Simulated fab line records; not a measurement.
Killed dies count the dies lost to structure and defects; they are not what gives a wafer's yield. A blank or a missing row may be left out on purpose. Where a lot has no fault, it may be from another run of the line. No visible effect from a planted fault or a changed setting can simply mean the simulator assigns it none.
fab line records -- flow n5_finfet -- part 2 of 2: steps 21 to 32 of 32
record lots=5, wafers=15, last_day=16
route steps=1938 shown BEOL_M14@1753 BEOL_M15@1773
lots with no fault: from the same line, run without faults
start_h: the number of hours between the record's first day and the start of the first shown wafer of the lot -- wait_h: hours from the lot's prior step to this one -- " unchanged from the row above -- L1.1+2: one row covering several wafers at once -- - no value present, or no start provided -- * or withheld: withheld -- < > ~ a bound
route shown NAME@n: a module of which the file shows steps, and the number in the route of the first -- usual: mean and standard deviation over wafers with no fault -- same: alike in all rows -- chamber/n: place in a boat -- sites: readings site by site -- _std_site: their standard deviation -- _edge_site: mean of outer sites minus mean of inner sites -- radius_mm: how far each site lies from the wafer's centre -- mask NAME#n: copy n -- behind: tool/chamber where the wafer was last shaped -- hold: cause of the lot's hold/its duration in hours/its outcome -- device: the n, p or np transistor that did not switch -- end of line: tests of these same wafers at the route's end -- for a step that has no rows: nothing shown but its recipe -- killed: dies lost to structure and defects at the first sort, not the wafer's yield -- map: the dies of a wafer, with x for killed, . for not killed, _ for no die there
set.NAME: the setting as run; set.NAME@STEP: as run at that earlier step -- model.NAME: the simulator's own value behind a step, which no gauge read
a table for each step, a row for each wafer; lots at some steps of the route
services: when a tool's chamber went out of use (start_h, in hours from the record's first day, below 0 if earlier), for how many hours, and the reason
## steps
# step N5_BEOL_M15_ILD_DEP_00
# recipe material=SiO2, target_thk_a=16293, temp_c=400, precursor=TEOS/O2, pressure_torr=6.5, rf_w=900, teos_flow_sccm=161.4, gas=O2, flow_sccm=2650, time_s=346.1
# usual heater_power_outer_w=274/78, heater_power_w=523/120, showerhead_plenum_p_Torr=8.337/0.03, showerhead_vpp_V=1920/120, throttle_valve_pct=18.7/0.98
# same time_s=346.1
lot.wafer,tool,chamber,start_h,wait_h,heater_power_outer_w,heater_power_w,showerhead_plenum_p_Torr,showerhead_vpp_V,throttle_valve_pct
L074.1,pecvd-01,1,256.93,0.0,322,606,8.353,1730,18.0
L074.2,pecvd-01,2,256.93,0.0,169,344,8.335,1889,18.8
L074.3,pecvd-01,0,256.93,0.0,281,529,8.296,2052,18.8
L082.2,pecvd-01,2,296.94,0.0,213,403,8.316,1856,18.8
L082.3,pecvd-01,1,296.94,0.0,337,620,8.346,1745,18.2
L082.6,pecvd-01,2,296.94,0.0,137,316,8.316,1871,18.4
L085.1,pecvd-02,2,311.91,0.0,449,808,8.342,2073,18.2
L085.2,pecvd-02,1,311.91,0.0,249,459,8.284,1863,17.8
L085.6,pecvd-02,1,311.91,0.0,313,546,8.291,1885,18.0
L089.3,pecvd-02,2,350.23,0.0,407,742,8.348,2050,17.9
L089.5,pecvd-02,1,350.23,0.0,308,549,8.270,1883,18.1
L089.6,pecvd-02,2,350.23,0.0,473,802,8.348,2100,18.0
L093.1,pecvd-02,2,351.31,0.0,407,733,8.327,2096,18.2
L093.5,pecvd-02,2,351.31,0.0,342,627,8.338,2063,18.0
L093.6,pecvd-02,0,351.31,0.0,233,489,8.346,2114,18.9
# step N5_BEOL_M15_THK_MEAS_01
# recipe reads=SiO2_of_BEOL_M15_ILD_DEP_00
# usual M15_ILD_THK=1617/21
lot.wafer,tool,chamber,start_h,wait_h,M15_ILD_THK[nm]
L074.1,film_metro-02,-,257.18,0.1,1614
L074.2,film_metro-02,-,257.18,0.1,1597
L074.3,film_metro-02,-,257.18,0.1,1597
L082.2,film_metro-02,-,297.20,0.1,1580
L082.3,film_metro-02,-,297.20,0.1,1576
L082.6,film_metro-02,-,297.20,0.1,1599
L085.1,film_metro-02,-,312.16,0.1,1586
L085.2,film_metro-02,-,312.16,0.1,1601
L085.6,film_metro-02,-,312.16,0.1,1637
L089.3,film_metro-01,-,350.49,0.1,1596
L089.5,film_metro-01,-,350.49,0.1,1645
L089.6,film_metro-01,-,350.49,0.1,1613
L093.1,film_metro-01,-,351.67,0.2,1597
L093.5,film_metro-01,-,351.67,0.2,1637
L093.6,film_metro-01,-,351.67,0.2,1641
# step N5_BEOL_M15_COAT_58
# recipe resist=BARC, temp_c=205, time_s=60, spin_rpm=1500, resist_thk_nm=89
# usual dispense_pressure_kPa=54/3.3, plate_temp_C=205.01/0.17
# same time_s=60
lot.wafer,tool,chamber,start_h,wait_h,dispense_pressure_kPa,plate_temp_C
L074.1,litho_track-01,0,257.21,0.0,57,205.07
L074.2,litho_track-01,0,257.21,0.0,58,204.96
L074.3,litho_track-01,0,257.21,0.0,57,205.08
L082.2,litho_track-03,0,297.23,0.0,50,204.85
L082.3,litho_track-03,0,297.23,0.0,50,204.75
L082.6,litho_track-03,0,297.23,0.0,50,205.00
L085.1,litho_track-01,0,312.19,0.0,57,204.81
L085.2,litho_track-01,0,312.19,0.0,57,204.95
L085.6,litho_track-01,0,312.19,0.0,57,205.12
L089.3,litho_track-01,0,350.52,0.0,57,204.95
L089.5,litho_track-01,0,350.52,0.0,57,204.70
L089.6,litho_track-01,0,350.52,0.0,57,204.73
L093.1,litho_track-02,0,351.70,0.0,53,204.99
L093.5,litho_track-02,0,351.70,0.0,53,205.11
L093.6,litho_track-02,0,351.70,0.0,53,205.14
# step N5_BEOL_M15_COAT_04
# recipe spin_rpm=1704, resist_thk_nm=800
# usual dispense_pressure_kPa=54/3.3
lot.wafer,tool,chamber,start_h,wait_h,dispense_pressure_kPa
L074.1,litho_track-01,0,-,-,57
L074.2,litho_track-01,0,-,-,57
L074.3,litho_track-01,0,-,-,57
L082.2,litho_track-03,0,-,-,50
L082.3,litho_track-03,0,-,-,50
L082.6,litho_track-03,0,-,-,50
L085.1,litho_track-01,0,-,-,57
L085.2,litho_track-01,0,-,-,57
L085.6,litho_track-01,0,-,-,57
L089.3,litho_track-01,0,-,-,57
L089.5,litho_track-01,0,-,-,57
L089.6,litho_track-01,0,-,-,57
L093.1,litho_track-02,0,-,-,53
L093.5,litho_track-02,0,-,-,53
L093.6,litho_track-02,0,-,-,53
# step N5_BEOL_M15_EBR_06
# recipe solvent=PGMEA, ebr_width_mm=1.5
lot.wafer,tool,chamber,start_h,wait_h
L074.1+2+3,litho_track-01,0,-,-
L082.2+3+6,litho_track-03,0,-,-
L085.1+2+6,litho_track-01,0,-,-
L089.3+5+6,litho_track-01,0,-,-
L093.1+5+6,litho_track-02,0,-,-
# step N5_BEOL_M15_SOFTBAKE_05
# recipe temp_c=130, time_s=60
# usual plate_temp_C=129.97/0.15
# same time_s=60
lot.wafer,tool,chamber,start_h,wait_h,plate_temp_C
L074.1,litho_track-01,0,-,-,129.97
L074.2,litho_track-01,0,-,-,129.94
L074.3,litho_track-01,0,-,-,129.79
L082.2,litho_track-03,0,-,-,129.76
L082.3,litho_track-03,0,-,-,129.88
L082.6,litho_track-03,0,-,-,129.74
L085.1,litho_track-01,0,-,-,129.78
L085.2,litho_track-01,0,-,-,129.91
L085.6,litho_track-01,0,-,-,130.03
L089.3,litho_track-01,0,-,-,129.91
L089.5,litho_track-01,0,-,-,129.61
L089.6,litho_track-01,0,-,-,129.94
L093.1,litho_track-02,0,-,-,129.92
L093.5,litho_track-02,0,-,-,130.03
L093.6,litho_track-02,0,-,-,130.19
# step N5_BEOL_M15_EXPOSE_07
# recipe mask_id=V14, na=0.8, source_shape=annular, sigma_inner=0.5, sigma_outer=0.8, polarization=unpolarized, attpsm_phase_deg=180, dose_mj=41.25
lot.wafer,tool,chamber,start_h,wait_h,mask
L074.1+2+3,krf_scanner-01,0,257.31,-,V14#0
L082.2+3+6,krf_scanner-01,0,297.33,-,V14#0
L085.1+2+6,krf_scanner-02,0,312.41,-,V14#0
L089.3+5+6,krf_scanner-02,0,350.75,-,V14#0
L093.1+5+6,krf_scanner-01,0,351.93,-,V14#0
# step N5_BEOL_M15_PEB_08
# recipe peb_temp_c=130, peb_time_s=90
# usual plate_temp_C=129.97/0.14
lot.wafer,tool,chamber,start_h,wait_h,plate_temp_C
L074.1,litho_track-02,0,257.37,0.1,130.16
L074.2,litho_track-02,0,257.37,0.1,130.09
L074.3,litho_track-02,0,257.37,0.1,129.98
L082.2,litho_track-01,0,297.38,0.0,130.19
L082.3,litho_track-01,0,297.38,0.0,129.80
L082.6,litho_track-01,0,297.38,0.0,130.12
L085.1,litho_track-02,0,312.47,0.1,129.93
L085.2,litho_track-02,0,312.47,0.1,129.71
L085.6,litho_track-02,0,312.47,0.1,129.84
L089.3,litho_track-01,0,350.80,0.0,129.97
L089.5,litho_track-01,0,350.80,0.0,130.07
L089.6,litho_track-01,0,350.80,0.0,129.98
L093.1,litho_track-01,0,351.99,0.1,130.06
L093.5,litho_track-01,0,351.99,0.1,130.31
L093.6,litho_track-01,0,351.99,0.1,130.14
# step N5_BEOL_M15_DEVELOP_09
# recipe develop_time_s=45, rinse_liquid=diw, dry=air_spin, dev_temp_c=21
lot.wafer,tool,chamber,start_h,wait_h
L074.1+2+3,litho_track-02,0,-,-
L082.2+3+6,litho_track-01,0,-,-
L085.1+2+6,litho_track-02,0,-,-
L089.3+5+6,litho_track-01,0,-,-
L093.1+5+6,litho_track-01,0,-,-
# step N5_BEOL_M15_HARDBAKE_14
# recipe temp_c=130, time_s=120
# usual plate_temp_C=130.02/0.13
# same time_s=120
lot.wafer,tool,chamber,start_h,wait_h,plate_temp_C
L074.1,litho_track-02,0,-,-,129.97
L074.2,litho_track-02,0,-,-,129.91
L074.3,litho_track-02,0,-,-,129.91
L082.2,litho_track-01,0,-,-,129.99
L082.3,litho_track-01,0,-,-,129.93
L082.6,litho_track-01,0,-,-,129.75
L085.1,litho_track-02,0,-,-,129.85
L085.2,litho_track-02,0,-,-,129.96
L085.6,litho_track-02,0,-,-,130.06
L089.3,litho_track-01,0,-,-,130.09
L089.5,litho_track-01,0,-,-,129.89
L089.6,litho_track-01,0,-,-,130.35
L093.1,litho_track-01,0,-,-,130.01
L093.5,litho_track-01,0,-,-,129.97
L093.6,litho_track-01,0,-,-,129.90
# step N5_BEOL_M15_CD_MEAS_10
# recipe target_cd_nm=360, landing_energy_ev=500, detector=se_inlens, polarity=opening
# usual cd_nm=359.2/1.2
lot.wafer,tool,chamber,start_h,wait_h,cd_nm
L074.1,cd_sem-01,0,257.49,-,360.2
L074.2,cd_sem-01,0,257.49,-,358.9
L074.3,cd_sem-01,0,257.49,-,359.3
L082.2,cd_sem-03,0,297.50,-,357.1
L082.3,cd_sem-03,0,297.50,-,359.0
L082.6,cd_sem-03,0,297.50,-,357.2
L085.1,cd_sem-01,0,312.58,-,360.5
L085.2,cd_sem-01,0,312.58,-,361.3
L085.6,cd_sem-01,0,312.58,-,359.5
L089.3,cd_sem-02,0,350.91,-,358.4
L089.5,cd_sem-02,0,350.91,-,357.8
L089.6,cd_sem-02,0,350.91,-,358.9
L093.1,cd_sem-02,0,352.10,-,359.6
L093.5,cd_sem-02,0,352.10,-,360.7
L093.6,cd_sem-02,0,352.10,-,359.0
# step N5_BEOL_M15_OVL_MEAS_11
# recipe points_per_wafer=44
# usual V14_OVL=-2/6.3
lot.wafer,tool,chamber,start_h,wait_h,V14_OVL[nm]
L074.1,overlay-02,0,257.52,0.0,0
L074.2,overlay-02,0,257.52,0.0,2
L074.3,overlay-02,0,257.52,0.0,2
L082.2,overlay-02,0,297.53,0.0,6
L082.3,overlay-02,0,297.53,0.0,-1
L082.6,overlay-02,0,297.53,0.0,9
L085.1,overlay-01,0,312.62,0.0,-2
L085.2,overlay-01,0,312.62,0.0,3
L085.6,overlay-01,0,312.62,0.0,-2
L089.3,overlay-01,0,350.94,0.0,-6
L089.5,overlay-01,0,350.94,0.0,-2
L089.6,overlay-01,0,350.94,0.0,-5
L093.1,overlay-01,0,352.13,0.0,-2
L093.5,overlay-01,0,352.13,0.0,2
L093.6,overlay-01,0,352.13,0.0,7
## services
tool,chamber,start_h,hours,kind
krf_scanner-02,-,234.91,1.9,repair
krf_scanner-01,-,240.56,1.5,pm
cmp-02,-,242.03,4.0,pm
krf_scanner-01,-,242.68,0.7,repair
pecvd-03,-,243.56,0.8,repair
krf_scanner-01,-,250.56,1.0,pm
pecvd-02,1,254.24,5.4,repair
cmp-01,-,271.91,4.0,pm
pecvd-03,2,281.75,5.9,repair
cmp-01,-,282.21,2.8,repair
rie_diel-04,1,288.71,11.0,repair
krf_scanner-02,-,291.05,1.3,pm
krf_scanner-01,-,294.96,0.8,pm
rie_diel-04,-,298.50,2.8,pm
rie_diel-03,3,301.67,7.3,repair
cmp-02,-,303.20,3.1,repair
krf_scanner-02,-,312.95,4.4,pm
krf_scanner-01,-,317.32,1.3,pm
cmp-02,-,317.60,0.7,repair
krf_scanner-02,-,317.61,1.5,repair
pecvd-02,-,323.11,2.0,repair
ecd_cu-01,-,328.91,4.7,pm
rie_diel-04,3,340.45,5.4,repair
pecvd-02,1,351.24,3.6,repair
